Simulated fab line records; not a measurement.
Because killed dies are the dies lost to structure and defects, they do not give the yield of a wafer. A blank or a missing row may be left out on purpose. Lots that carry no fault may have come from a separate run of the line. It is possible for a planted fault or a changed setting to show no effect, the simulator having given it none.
Which of the tools did it?    flow n5Finfet    24 lots with 72 wafers sampled at 4 steps, on a route of 1938 steps

== WHAT EACH GAUGE READ, for each wafer ==
N5_BEOL_M3_RS_MEAS_58: a four-point-probe measurement. Usual: M3_RS gives 0.66 ohm/sq (standard deviation 0.036).
lot   measured      on            M3_RS (ohm/sq)  flag
L075  day 8 10:33   filmMetro-02  0.68 0.70 0.62  
L074  day 8 11:06   filmMetro-01  0.65 0.66 0.64  
L076  day 8 15:26   filmMetro-01  0.64 0.71 0.71  
L077  day 8 19:29   filmMetro-02  0.60 0.65 0.60  
L079  day 8 22:47   filmMetro-02  0.71 0.67 0.71  
L078  day 8 23:02   filmMetro-01  0.66 0.66 0.64  
L080  day 9 02:11   filmMetro-01  0.69 0.67 0.66  
L081  day 9 09:23   filmMetro-01  0.73 0.67 0.64  
L082  day 9 07:32   filmMetro-02  0.73 0.71 0.68  
L083  day 9 22:07   filmMetro-01  0.58 0.60 0.58  
L085  day 10 20:26  filmMetro-01  0.72 0.65 0.72  
L084  day 10 23:56  filmMetro-01  0.70 0.65 0.72  
L086  day 11 01:31  filmMetro-01  0.69 0.65 0.68  
L087  day 11 05:34  filmMetro-01  0.68 0.73 0.72  
L088  day 11 08:08  filmMetro-01  0.64 0.65 0.58  
L089  day 11 07:58  filmMetro-01  0.68 0.66 0.68  
L091  day 11 15:34  filmMetro-02  0.66 0.67 0.64  
L090  day 11 15:42  filmMetro-02  0.71 0.70 0.64  
L093  day 12 03:17  filmMetro-01  0.65 0.58 0.59  
L092  day 12 03:34  filmMetro-01  0.61 0.62 0.60  
L094  day 13 09:18  filmMetro-02  0.67 0.65 0.64  
L095  day 13 10:55  filmMetro-01  0.67 0.61 0.63  
L097  day 13 18:06  filmMetro-02  0.70 0.67 0.65  
L096  day 13 20:58  filmMetro-02  0.71 0.66 0.63  

N5_BEOL_M4_THK_MEAS_01. Usual: M4_ILD_THK gives 79.5 nm (standard deviation 1).
lot   measured      on            M4_ILD_THK (nm)  flag
L075  day 8 10:41   filmMetro-02  78.7 78.2 80.7   
L074  day 8 11:14   filmMetro-01  79.7 80.6 79.7   
L076  day 8 15:34   filmMetro-01  79.1 78.9 79.5   
L077  day 8 19:38   filmMetro-02  79.5 78.5 80.0   
L079  day 8 22:55   filmMetro-01  79.7 78.8 80.6   
L078  day 8 23:10   filmMetro-01  78.4 77.3 79.6   
L080  day 9 02:19   filmMetro-02  78.9 80.6 79.9   
L081  day 9 09:31   filmMetro-01  78.6 80.0 79.3   
L082  day 9 07:40   filmMetro-02  78.9 78.9 80.5   
L083  day 9 22:14   filmMetro-01  80.2 79.0 79.4   
L085  day 10 20:35  filmMetro-02  78.2 79.9 80.2   
L084  day 11 00:04  filmMetro-02  80.0 80.4 81.1   
L086  day 11 01:38  filmMetro-01  78.2 80.9 79.5   
L087  day 11 05:41  filmMetro-02  80.7 78.2 79.7   
L088  day 11 08:16  filmMetro-01  78.9 80.1 81.6   
L089  day 11 08:06  filmMetro-02  80.0 81.0 80.4   
L091  day 11 15:42  filmMetro-01  78.7 77.9 80.3   
L090  day 11 15:50  filmMetro-02  79.9 79.0 78.6   
L093  day 12 03:25  filmMetro-01  78.2 79.9 79.1   
L092  day 12 03:42  filmMetro-02  78.4 78.8 79.6   
L094  day 13 09:26  filmMetro-02  78.8 77.8 79.7   
L095  day 13 11:02  filmMetro-02  78.4 80.9 80.1   
L097  day 13 18:14  filmMetro-01  79.9 78.7 80.3   
L096  day 13 21:05  filmMetro-02  78.6 79.8 78.6   

== TOOL THAT RAN EACH LOT (tool first, then ch and the chambers of the sampled wafers, then the start) ==
lot   N5_BEOL_M3_DEGAS_44          N5_BEOL_M3_ANNEAL_89
L075  pvdSputter-02, day 8 07:08   pvdSputter-03, day 8 08:42
L074  pvdSputter-02, day 8 07:30   pvdSputter-01, day 8 09:15
L076  pvdSputter-02, day 8 10:36   pvdSputter-01, day 8 13:35
L077  pvdSputter-02, day 8 16:01   pvdSputter-01, day 8 17:38
L079  pvdSputter-02, day 8 19:04   pvdSputter-02, day 8 20:56
L078  pvdSputter-01, day 8 19:08   pvdSputter-03, day 8 21:01
L080  pvdSputter-02, day 8 22:13   pvdSputter-02, day 8 23:50
L081  pvdSputter-01, day 9 04:05   pvdSputter-01, day 9 07:32
L082  pvdSputter-03, day 9 04:05   pvdSputter-03, day 9 05:41
L083  pvdSputter-01, day 9 18:07   pvdSputter-03, day 9 20:03
L085  pvdSputter-02, day 10 16:53  pvdSputter-03, day 10 18:35
L084  pvdSputter-02, day 10 20:20  pvdSputter-02, day 10 22:05
L086  pvdSputter-03, day 10 22:08  pvdSputter-01, day 10 23:39
L087  pvdSputter-02, day 11 01:40  pvdSputter-03, day 11 03:40
L088  pvdSputter-02, day 11 04:16  pvdSputter-02, day 11 05:55
L089  pvdSputter-02, day 11 04:20  pvdSputter-03, day 11 05:50
L091  pvdSputter-01, day 11 10:31  pvdSputter-03, day 11 13:43
L090  pvdSputter-01, day 11 10:35  pvdSputter-01, day 11 13:51
L093  pvdSputter-03, day 11 23:47  pvdSputter-02, day 12 01:26
L092  pvdSputter-02, day 11 23:55  pvdSputter-03, day 12 01:43
L094  pvdSputter-01, day 13 05:34  pvdSputter-03, day 13 07:12
L095  pvdSputter-02, day 13 06:27  pvdSputter-03, day 13 09:02
L097  pvdSputter-03, day 13 14:30  pvdSputter-02, day 13 16:13
L096  pvdSputter-01, day 13 17:31  pvdSputter-02, day 13 19:07
- N5_BEOL_M3_DEGAS_44: time 60 s.
- N5_BEOL_M3_ANNEAL_89: time 240 s.

== AS READ BY THE TOOLS THEMSELVES (means over the sampled wafers that have a number; for cases with no such wafer, the mark the record gives instead) ==
N5_BEOL_M3_DEGAS_44. Usual: heaterPowerW reads 313 W (standard deviation 24).
lot   tool           heaterPowerW (W)  flag
L075  pvdSputter-02  294               
L074  pvdSputter-02  333               
L076  pvdSputter-02  320               
L077  pvdSputter-02  319               
L079  pvdSputter-02  311               
L078  pvdSputter-01  326               
L080  pvdSputter-02  294               
L081  pvdSputter-01  329               
L082  pvdSputter-03  322               
L083  pvdSputter-01  326               
L085  pvdSputter-02  311               
L084  pvdSputter-02  314               
L086  pvdSputter-03  323               
L087  pvdSputter-02  309               
L088  pvdSputter-02  297               
L089  pvdSputter-02  315               
L091  pvdSputter-01  321               
L090  pvdSputter-01  327               
L093  pvdSputter-03  306               
L092  pvdSputter-02  301               
L094  pvdSputter-01  319               
L095  pvdSputter-02  338               
L097  pvdSputter-03  313               
L096  pvdSputter-01  330               

N5_BEOL_M3_ANNEAL_89. Usual: heaterPowerW 792 W, standard deviation 54; susceptor_temp_C_max 401.0, standard deviation 0.46.
lot   tool           heaterPowerW (W)  susceptor_temp_C_max  flag
L075  pvdSputter-03  805               400.9                 
L074  pvdSputter-01  817               401.0                 
L076  pvdSputter-01  792               401.3                 
L077  pvdSputter-01  847               400.9                 
L079  pvdSputter-02  789               401.2                 
L078  pvdSputter-03  791               400.9                 
L080  pvdSputter-02  783               401.1                 
L081  pvdSputter-01  818               401.0                 
L082  pvdSputter-03  825               400.6                 
L083  pvdSputter-03  796               400.8                 
L085  pvdSputter-03  815               400.7                 
L084  pvdSputter-02  786               401.0                 
L086  pvdSputter-01  786               401.4                 
L087  pvdSputter-03  784               401.0                 
L088  pvdSputter-02  797               400.9                 
L089  pvdSputter-03  801               401.1                 
L091  pvdSputter-03  816               400.5                 
L090  pvdSputter-01  825               401.2                 
L093  pvdSputter-02  794               400.3                 
L092  pvdSputter-03  798               400.9                 
L094  pvdSputter-03  811               400.9                 
L095  pvdSputter-03  826               400.9                 
L097  pvdSputter-02  822               401.2                 
L096  pvdSputter-02  730               401.0                 

== THE ANSWER, worked out from the rows above alone ==
Rule: lot off if the mean of its wafers having a number is beyond 3 standard deviations from the usual mean. Also off: a lot with no number at a reading for which 4 or more lots have one. The other lots that the step has rows for count as sound. The gauges are gone through in route order, then the tools' own readings, and for those a lot's mean is taken as printed above. The first step at which some lot is off is used, and at that step the reading that is off furthest; a lot without a number counts as furthest.
No lot is off on any of the readings shown, so nothing can be concluded from this.

== WHAT THE SIMULATOR PUT IN ==
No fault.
